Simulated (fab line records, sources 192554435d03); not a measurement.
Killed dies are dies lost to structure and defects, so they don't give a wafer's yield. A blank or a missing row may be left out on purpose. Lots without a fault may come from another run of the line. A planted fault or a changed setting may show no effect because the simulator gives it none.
fab line records | flow n5_finfet
record lots=4 wafers=12 last_day=18
route steps=1938 shown GATE_CUT@501 MOL_CONTACT_COAG@517 PASSIVATION@1936
lots that met no fault: from a run of the same line without faults
start_h: hours from the record's first day to the start of the lot's first wafer shown | wait_h: hours since the lot's step before | " the same as in the row above | L1.1+2: a row that stands for several wafers | - no value, or no start given | * or withheld: withheld | < > ~ a bound
route shown NAME@n: a module of which the file shows steps, and the number in the route of the first | usual: mean/standard deviation of fault-free wafers | same: alike in all rows | chamber/n: place in a boat | sites: the reading at each site | _std_site: their standard deviation | _edge_site: outer sites' mean less inner sites' | radius_mm: how far each site lies from the wafer's centre | mask NAME#n: copy n | behind: the tool/chamber that last shaped the wafer | hold: why the lot was held/for how many hours/how that ended | device: the transistor (n, p or np) that didn't switch | end of line: the same wafers' tests at the end of the route | a step without rows: its recipe alone | killed: dies lost to structure and defects at the first sort, not the wafer's yield | map: a wafer's dies, x killed, . not, _ none there
set.NAME: the setting as run; set.NAME@STEP: as run at that earlier step | model.NAME: the simulator's own value behind a step, which no gauge read
lots at some steps of the route; a table a step, a row a wafer
services: from which hour (start_h, from the record's first day; less than 0 if before it) a tool's chamber was out of use, for how many hours, and why
## steps
# step N5_GATE_CUT_CUT_ETCH_54
# recipe chemistry=Cl2/BCl3 target=TiN mask_material=SiO2 target_depth_a=967 pressure_mtorr=10 icp_w=1000 bias_w=126 Cl2_flow_sccm=53.25 bcl3_flow_sccm=21.75 Ar_flow_sccm=25 ends=cleared
# step N5_GATE_CUT_CUT_ETCH_55
# recipe chemistry=BCl3 target=HfO2 mask_material=SiO2 target_depth_a=32 ion_energy_ev=30 pressure_mtorr=5 icp_w=450 bias_w=18 bcl3_flow_sccm=80
# step N5_GATE_CUT_ETCH_47
# recipe chemistry=Cl2/BCl3 target=SiO2 target_depth_a=100 pressure_mtorr=10 icp_w=1000 bias_w=126 Cl2_flow_sccm=53.25 bcl3_flow_sccm=21.75 Ar_flow_sccm=25
# step N5_GATE_CUT_VAPOR_ETCH_48
# recipe chemistry=BCl3/Cl2 target=TiN mode=isotropic
# step N5_GATE_CUT_VAPOR_ETCH_49
# recipe chemistry=BCl3/Cl2 target=TiAlC mode=isotropic
# step N5_GATE_CUT_VAPOR_ETCH_51
# recipe chemistry=BCl3/Cl2 target=HfO2 mode=isotropic
# step N5_GATE_CUT_STRIP_21
# recipe chemistry=N2/H2 time_s=30 power_w=1000 temp_c=250 pressure_mtorr=withheld n2_flow_sccm=1750 h2_flow_sccm=3250
# step N5_GATE_CUT_STRIP_29
# recipe chemistry=post_etch_residue_remover time_s=60 temp_c=25 remover_ph=withheld remover_water_wt_pct=withheld remover_fluoride_wt_pct=withheld
# step N5_GATE_CUT_SRD_52
# recipe dry=ipa_marangoni time_s=30 temp_c=23 rinse_liquid=diw
# step N5_GATE_CUT_ALD_22
# recipe material=SiNx target_thk_a=160 temp_c=400 ald_precursor_family=SiH2I2 ald_co_reactant=N2/H2-plasma pulse_time_s=1 ald_cycles=320 purge_time_s=2 co_reactant_purge_time_s=2 pressure_torr=2
# step N5_GATE_CUT_CMP_23
# recipe stop_on=SiO2 t_overpolish_s=23.4 post_cmp_clean=alkaline_brush down_force_psi=2.5 platen_rpm=51.8 pad_velocity_m_s=1.0307 target_thk_nm=16
# step N5_GATE_CUT_CMP_43
# recipe material=SiO2 post_cmp_clean=rinse_only
# usual motor_current_A=11.9/1.2 retaining_ring_pressure_frac=1.000/0.0047 slurry_filter_dp_kPa=13.51/0.12
# columns lot.wafer tool chamber start_h wait_h motor_current_A retaining_ring_pressure_frac slurry_filter_dp_kPa
L625.1 cmp-01 0 97.46 0.1 13.5 0.994 13.62
L625.4 " 1 " " 10.6 0.994 13.35
L625.3 " 2 " " 13.4 1.003 13.50
L631.1 cmp-03 1 127.26 0.2 14.2 0.998 13.61
L631.4 " 2 " " 12.9 1.003 13.54
L631.6 " 0 " " 11.5 0.998 13.52
L635.3 cmp-03 2 159.27 0.0 12.2 1.000 13.34
L635.2 " 0 " " 11.7 1.002 13.60
L635.5 " 3 " " 11.7 0.996 13.47
L646.4 cmp-03 1 218.55 0.0 13.4 0.998 13.35
L646.2 " 2 " " 11.6 1.001 13.69
L646.6 " 2 " " 11.4 1.003 13.37
# step N5_GATE_CUT_CMP_61
# recipe stop_on=SiNx t_overpolish_s=3 post_cmp_clean=alkaline_brush down_force_psi=4 platen_rpm=27.09 pad_velocity_m_s=0.539
# step N5_MOL_CONTACT_COAG_COAT_103
# recipe resist=SOC temp_c=250 time_s=60 spin_rpm=1500 resist_thk_nm=80
# step N5_MOL_CONTACT_COAG_COAT_104
# recipe resist=SiARC temp_c=220 time_s=60 spin_rpm=1500 resist_thk_nm=12
# step N5_MOL_CONTACT_COAG_COAT_58
# recipe resist=underlayer temp_c=205 time_s=60 spin_rpm=1500 resist_thk_nm=10
# step N5_MOL_CONTACT_COAG_COAT_02
# recipe resist=CAR-EUV spin_rpm=1500 resist_thk_nm=30
# step N5_MOL_CONTACT_COAG_EBR_04
# recipe solvent=PGMEA ebr_width_mm=1.5
# step N5_MOL_CONTACT_COAG_SOFTBAKE_03
# recipe temp_c=110 time_s=60 resist=CAR-EUV
# step N5_MOL_CONTACT_COAG_EXPOSE_05
# recipe mask_id=CA na=0.33 source_shape=annular sigma_inner=0.4 sigma_outer=0.8 polarization=unpolarized defocus_nm=0 dose_mj=38.25
# step N5_MOL_CONTACT_COAG_PEB_06
# recipe peb_temp_c=100 peb_time_s=60 resist=CAR-EUV
# step N5_MOL_CONTACT_COAG_DEVELOP_07
# recipe develop_time_s=30 developer=TMAH resist=CAR-EUV rinse_liquid=surfactant_rinse dry=air_spin dev_temp_c=23
# step N5_MOL_CONTACT_COAG_DESCUM_13
# recipe chemistry=O2 time_s=7 source_power_w=50 bias_power_w=20 pressure_mtorr=20 rf_frequency_hz=2.712e+07 temp_c=40 resist=CAR-EUV o2_flow_sccm=225
# step N5_MOL_CONTACT_COAG_ETCH_59
# recipe chemistry=N2/H2 target=underlayer target_depth_a=130 mask_material=CAR-EUV time_s=10.4 ion_energy_ev=200 pressure_mtorr=30 source_w=840 bias_w=150 n2_flow_sccm=200 h2_flow_sccm=200 ends=cleared
# step N5_MOL_CONTACT_COAG_ETCH_105
# recipe chemistry=CF4 target=SiARC target_depth_a=156 mask_material=CAR-EUV time_s=26 ion_energy_ev=80 pressure_mtorr=40 source_w=545 bias_w=36 Ar_flow_sccm=100 cf4_flow_sccm=100 ends=cleared
# step N5_MOL_CONTACT_COAG_ETCH_106
# recipe chemistry=N2/H2 target=SOC target_depth_a=800 overetch_a=160 mask_material=SiARC temp_c=40 time_s=120 ion_energy_ev=200 pressure_mtorr=30 source_w=840 bias_w=150 n2_flow_sccm=200 h2_flow_sccm=200
# step N5_MOL_CONTACT_COAG_STRIP_107
# recipe chemistry=N2/H2 temp_c=40 n2_flow_sccm=200 h2_flow_sccm=200 rf_frequency_hz=6e+07
# step N5_MOL_CONTACT_COAG_STRIP_108
# recipe chemistry=N2/H2 temp_c=40 n2_flow_sccm=200 h2_flow_sccm=200 rf_frequency_hz=6e+07
# step N5_MOL_CONTACT_COAG_CONTACT_ETCH_14
# recipe chemistry=C4F6/O2 target=SiO2 target_depth_a=275 overetch_a=85 mask_material=SOC pressure_mtorr=30 source_w=370 bias_w=185 Ar_flow_sccm=300 C4F6_flow_sccm=16 O2_flow_sccm=10 time_s=20 ion_energy_ev=259.6
# step N5_MOL_CONTACT_COAG_STRIP_109
# recipe chemistry=C4F6/O2 resist=SiARC rf_frequency_hz=6e+07
# step N5_MOL_CONTACT_COAG_ETCH_15
# recipe chemistry=CH3F/O2 target=SiNx target_depth_a=70 mask_material=SOC stop_on=Si:P over_etch_frac=0.75 ion_energy_ev=120 pressure_mtorr=30 source_w=395 bias_w=73 Ar_flow_sccm=150 CH3F_flow_sccm=30 O2_flow_sccm=20
# step N5_MOL_CONTACT_COAG_ETCH_110
# recipe chemistry=CF4/O2 target=Si target_depth_a=25 time_s=8 pressure_mtorr=100 source_w=200 bias_w=12 ion_energy_ev=60 Ar_flow_sccm=100 cf4_flow_sccm=100 O2_flow_sccm=10
# step N5_MOL_CONTACT_COAG_STRIP_98
# recipe chemistry=N2/H2 power_w=500 temp_c=40 pressure_mtorr=50 rf_frequency_hz=6e+07 overash_fraction=0.3 bias_power_w=8 h2_frac=0.5 n2_flow_sccm=300 h2_flow_sccm=300
# step N5_MOL_CONTACT_COAG_IMPLANT_129
# recipe species=Ge energy_kev=3 dose_cm2=6e+14 tilt_deg=0 rotation_deg=0
# step N5_MOL_CONTACT_COAG_PRECLEAN_111
# recipe chemistry=NF3:NH3 afs_cycles=1 temp_c=30 time_s=20 sublimation_temp_c=180 sublimation_time_s=60 pressure_torr=3 rf_power_w=30
# step N5_PASSIVATION_PROBE_49
# usual defect_limited_yield=91.3/1.4 killed_at_M0_to_M3=36/10 killed_at_M4_up=13/5.4 killed_at_contacts=12/5.3 killed_at_front_end=39/10 killed_at_other=3.2/2.7 killed_dies=103/16 killed_on_rim=13/4 killed_open=68/13 killed_short=33/6.6 sort_bin_5_function=5.1/0.92 sort_bin_6_memory=3.3/0.68 sort_bin_8_speed=0.1/0.41 sort_n_pass=1077/17
# same gross_dies=1180 killed_at_back_side=0 sort_bin_4_leakage[%]=0
# columns lot.wafer tool chamber start_h wait_h defect_limited_yield[%] killed_at_M0_to_M3 killed_at_M4_up killed_at_contacts killed_at_front_end killed_at_other killed_dies killed_on_rim killed_open killed_short sort_bin_5_function[%] sort_bin_6_memory[%] sort_bin_8_speed[%] sort_n_pass
L625.1 prober-02 - 307.74 0.0 92.1 26 22 11 28 6 93 12 67 26 4.5 3.2 0 1087
L625.3 prober-02 - 307.84 0.1 91.9 23 9 14 45 5 96 10 63 32 4.4 3.6 0 1084
L625.4 prober-02 - 307.89 0.2 90.4 32 22 11 45 3 113 13 81 32 5.5 3.6 0 1067
L631.1 prober-01 - 333.52 0.0 50.2 24 11 13 539 1 588 77 61 26 30.7 15.8 0 592
L631.4 prober-01 - 333.67 0.2 50.3 13 12 6 554 2 587 81 41 27 31.8 15.0 0 593
L631.6 prober-01 - 333.77 0.3 51.2 36 16 9 513 2 576 76 62 34 30.6 14.9 0 604
L635.2 prober-02 - 380.85 0.1 53.5 25 17 3 493 11 549 77 54 30 30.2 13.9 0.1 631
L635.3 prober-02 - 380.90 0.1 54.2 35 10 8 484 4 541 66 55 25 28.1 14.7 0.2 639
L635.5 prober-02 - 381.00 0.2 51.9 34 12 6 513 2 567 74 65 33 30.8 14.5 0 613
L646.2 prober-01 - 432.45 0.1 87.9 46 10 24 57 6 143 15 101 40 6.6 5.1 0 1037
L646.4 prober-01 - 432.55 0.2 87.3 42 11 24 69 4 150 23 108 42 7.8 4.7 0 1030
L646.6 prober-01 - 432.65 0.3 90.6 40 15 20 32 4 111 14 86 23 5.3 3.7 0 1069
# killed by level:class
L625.1 BEOL_M4:geometric_particle:open=11 MOL_CONTACT_COAG:geometric_particle:open=9 BEOL_M0_SAQP:geometric_particle:open=8 DUMMY_GATE:geometric_particle:open=6 PASS1_CAP:geometric_particle:short=4 BEOL_M2:geometric_particle:open=4 BEOL_M3:geometric_particle:open=4 STARTING-WAFER:geometric_particle:open=4
L625.3 MOL_CONTACT_COAG:geometric_particle:open=12 STI_FIN_REVEAL:geometric_particle:open=11 FIN_SAQP:geometric_particle:short=7 BEOL_M0_SAQP:geometric_particle:short=6 BEOL_M0_SAQP:geometric_particle:open=6 BEOL_M1:geometric_particle:open=6 ILD0:geometric_particle:open=5 GATE_CUT:geometric_particle:open=4
L625.4 STI_FIN_REVEAL:geometric_particle:open=11 BEOL_M0_SAQP:geometric_particle:short=10 DUMMY_GATE:geometric_particle:open=9 MOL_CONTACT_COAG:geometric_particle:open=9 BEOL_M4:geometric_particle:open=9 FIN_SAQP:geometric_particle:open=6 BEOL_M1:geometric_particle:open=6 BEOL_M0_SAQP:geometric_particle:open=6
L631.1 GATE_CUT:unspecified=501 STI_FIN_REVEAL:geometric_particle:open=13 MOL_CONTACT_COAG:geometric_particle:open=11 BEOL_M0_SAQP:geometric_particle:open=8 FIN_SAQP:geometric_particle:open=7 FIN_SAQP:geometric_particle:short=7 BEOL_M0_SAQP:geometric_particle:short=5 BEOL_M3:geometric_particle:open=4
L631.4 GATE_CUT:unspecified=518 FIN_SAQP:geometric_particle:short=10 FIN_SAQP:geometric_particle:open=8 STI_FIN_REVEAL:geometric_particle:open=5 BEOL_M0_SAQP:geometric_particle:open=5 BEOL_M4:geometric_particle:open=5 MOL_CONTACT_COAG:geometric_particle:open=4 DUMMY_GATE:geometric_particle:open=3
L631.6 GATE_CUT:unspecified=480 FIN_SAQP:geometric_particle:short=10 BEOL_M0_SAQP:geometric_particle:short=9 BEOL_M0_SAQP:geometric_particle:open=9 FIN_SAQP:geometric_particle:open=8 BEOL_M2:geometric_particle:open=7 MOL_CONTACT_COAG:geometric_particle:short=6 BEOL_M4:geometric_particle:open=6
L635.2 GATE_CUT:unspecified=463 FIN_SAQP:geometric_particle:open=10 BEOL_M0_SAQP:geometric_particle:short=8 MIM_TOP_ETCH:geometric_particle:open=8 BEOL_M4:geometric_particle:open=8 FIN_SAQP:geometric_particle:short=7 STI_FIN_REVEAL:geometric_particle:open=5 BEOL_M2:geometric_particle:open=4
L635.3 GATE_CUT:unspecified=459 FIN_SAQP:geometric_particle:open=10 BEOL_M0_SAQP:geometric_particle:open=10 BEOL_M0_SAQP:geometric_particle:short=7 BEOL_M2:geometric_particle:open=7 FIN_SAQP:geometric_particle:short=6 MOL_CONTACT_COAG:geometric_particle:open=6 BEOL_M4:geometric_particle:open=6
L635.5 GATE_CUT:unspecified=467 FIN_SAQP:geometric_particle:open=12 FIN_SAQP:geometric_particle:short=12 BEOL_M3:geometric_particle:open=9 STI_FIN_REVEAL:geometric_particle:open=8 BEOL_M1:geometric_particle:open=7 GATE_CUT:geometric_particle:short=6 BEOL_M0_SAQP:geometric_particle:open=5
L646.2 STI_FIN_REVEAL:geometric_particle:open=25 MOL_CONTACT_COAG:geometric_particle:open=20 BEOL_M0_SAQP:geometric_particle:short=10 BEOL_M1:geometric_particle:open=10 BEOL_M0_SAQP:geometric_particle:open=8 BEOL_M2:geometric_particle:open=8 BEOL_M3:geometric_particle:open=6 STI_FIN_REVEAL:geometric_particle:short=5
L646.4 STI_FIN_REVEAL:geometric_particle:open=30 MOL_CONTACT_COAG:geometric_particle:open=21 BEOL_M3:geometric_particle:open=12 STI_FIN_REVEAL:geometric_particle:short=9 FIN_SAQP:geometric_particle:open=8 DUMMY_GATE:geometric_particle:open=7 BEOL_M2:geometric_particle:open=7 BEOL_M0_SAQP:geometric_particle:open=6
L646.6 MOL_CONTACT_COAG:geometric_particle:open=17 STI_FIN_REVEAL:geometric_particle:open=9 BEOL_M2:geometric_particle:open=9 BEOL_M3:geometric_particle:open=9 BEOL_M1:geometric_particle:open=8 BEOL_M5:geometric_particle:open=8 DUMMY_GATE:geometric_particle:open=4 GATE_CUT:geometric_particle:open=4
# map L631.1 (x killed, . not)
_________________x.xx.x.xx..x________________
______________xxxx.xx.xxx....x.._____________
___________x.x...xxxxxx..x...x..xx.__________
__________x.x.x.x.xxx....xxx.x..xx.x_________
________xxx..xx.xxxx......x..x.x.xx.xx_______
_______xxxxxxx...x.x.x....x.x...xx.....______
______.x...x..xx.....x.......x....x.xxxx_____
_____x.x.x.xxx.xxx...xx.xxxxx...xx..xx.xx____
____.x.xxx..xxxxx..x.x..xx.xxxxxx.....xxx.___
___....x.x.x.x.x..x.xx..x..xx..xxx.x.x.xxxx__
___x...xxx...x.x..x..x.x..xxx.x..x..xx..xxx__
__xxxx..x.x.xxx..xx.xx.x.......xxxxxx.x..x.._
__xx...xxx.x.xx.xx..x.......x....x.xx......._
_...xxxxx.xx.xxxxxx...x..x..xx..xxxx....x.xxx
_.xxx.xxxxx..xxxxxx..x.xx.....xxxx.x.x..x..x.
_x..xx..xx.x........xx.xx..x.xxx..xx.xxx.x.x.
_..xx.x.xxxx.x...xxx....x.xx.xxxx...x...x.x.x
_x.x.x.x....xxxxx...xxx.xx....x.x..xxxx.....x
_x.x.xx...xxx.xx.xx.x..x.xxx..x.x.xx.....xxxx
_..x..x.xx.x....x..xxx......x.x..x.xxxx..x..x
_xxx.x...x.xx..xx..x.xx.x.x.x..x...x.x.x...x.
__..xx.x..x..xxx...xx.x..x....x.xx...x..xxxx_
__..x.xx.....xxx...xxxxx..xx..xxxxx.x..x.x.x_
___x..x..xxxxxx..xx....x...x....xxx....x..x__
___x.xxxxxxx..xx..xx..x.x.......x.x.x..xx..__
____.xx..x.xxxxx.x..xx.x.xx.xxx.x...xxx..x___
_____..x...xxx..xxxx..x..xxx.xxxx..xxx.xx____
______.x.x.xxxx.xxxx..xxxxx..xxxx.xxxxx._____
_______......xx.x.xx...x..xx...x.xx.xx.______
________.x....xx....xx.xxx.xxxxx.xx..._______
__________x..x...x.x.x..x.xxx.xxx..._________
___________..x.x.x...x.xxx....x...x__________
______________.xx.x..xxxx..x...x_____________
_________________xxxx....x.x.________________
# map L635.5 (x killed, . not)
_________________x.xxxxxx..xx________________
______________xxx.xxx..x..xx.xxx_____________
___________..x..xx.x.x....xxx...xx.__________
__________x.x.x.........xx.xx.x.xxx._________
________xxx.xx..xx...xx..xxxx......x.._______
_______.x...x.x...x.x.x...xx..xxx.xxxx.______
______xxxx..xx.x.x.x..x.x..xxx.xx.x.xx.._____
_____x.x.xxx.x..xx.xxxx..xx.x.xx.xxxx.xxx____
____...x.xxx.x.x.x.xx....xxx....x.x....x.x___
___..x..xx...xxxxxx...x.x.x.x..xxxxxx..xx.x__
___..x....x.x.x.xxx...x...x...x.xx.xxxx....__
__...xxx....xxxxxx..x.x.xxxx.xx.xx...xx.xxx._
__x.xx.....xx.xx.xxx.x.xx.xx...xx.xxx..x.xxx_
_x.x....x...x..x..xxx....xx.x.xx........xxx..
_..x.x.xxxx..x..x.xxx..x.xxx.x...x..xxx..xx..
_xx.x.x.xx..xxx...x.x.xx..x..xxxxxxx.xxx....x
_....xx..x.x.xx..xxxx.x.xx.xxx.x...xx.xx...x.
_.xx.x.x.xxx.x...x..x.x....xxx...x.x.xx.x....
_.x.xx..xx..xx.xxxxxx.....x.x.....xxx.xx.x.x.
_x....x.xx.xxxx..x.x....x..x...xxxxx..x..xx..
_x.x.x.xx.x..x.x..x.xxx..x..x.xx.x.x.x..x.x..
__x.x..x...xx.x.....xxx.x...x........x.x.x.x_
__x..xxx...x.xxxx.x...xxx.xxxx.xxx.xx...x.x._
___x..xx...x.x..xxx....x.x..xxx.xx.x....x..__
___x............x...x.x...xxxxx.x.....xx.x.__
____x...xx...x.x..x..xx.x.x.xx.x..x...xx.x___
_____xx....xx.xx...xxxx...x.x..xxx...x..x____
______.xxxx.xx....xxx....xxx..x.x.x.x..._____
_______x......xxx.x..x..x...x.x..x.xxx.______
________...x....x..x.x.xx....xx.x.x..._______
__________xxxx.xxx.x.....x.x..x.xx.x_________
___________..x.xxx.x..x.x...xxxx.xx__________
______________....xx.x..x....x.x_____________
_________________.x.xxxxxx.xx________________
## services
# columns tool chamber start_h hours kind
cmp-01 - 131.09 4.0 pm
cmp-03 - 151.95 0.4 repair
cmp-03 - 194.07 0.9 repair
cmp-01 - 214.31 10.5 pm
## key
first_sign step=N5_PASSIVATION_PROBE_49 reading=killed_at_front_end direction=up sigmas=47 usual=39 struck=516
effect step=N5_PASSIVATION_PROBE_49 reading=defect_limited_yield direction=down sigmas=29 usual=91.3 struck=51.9
more_kills_born_at N5_GATE_CUT_CMP_43@cmp-03=2888
met_at N5_GATE_CUT_CMP_43
struck_wafers L631.1,L631.4,L631.6,L635.2,L635.3,L635.5
fault kind=chamber_particle_source tool=cmp-03 chamber=- onset_h=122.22 steps=N5_GATE_CUT_CMP_43 rate_per_visit_cm2=1.0128 end_h=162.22
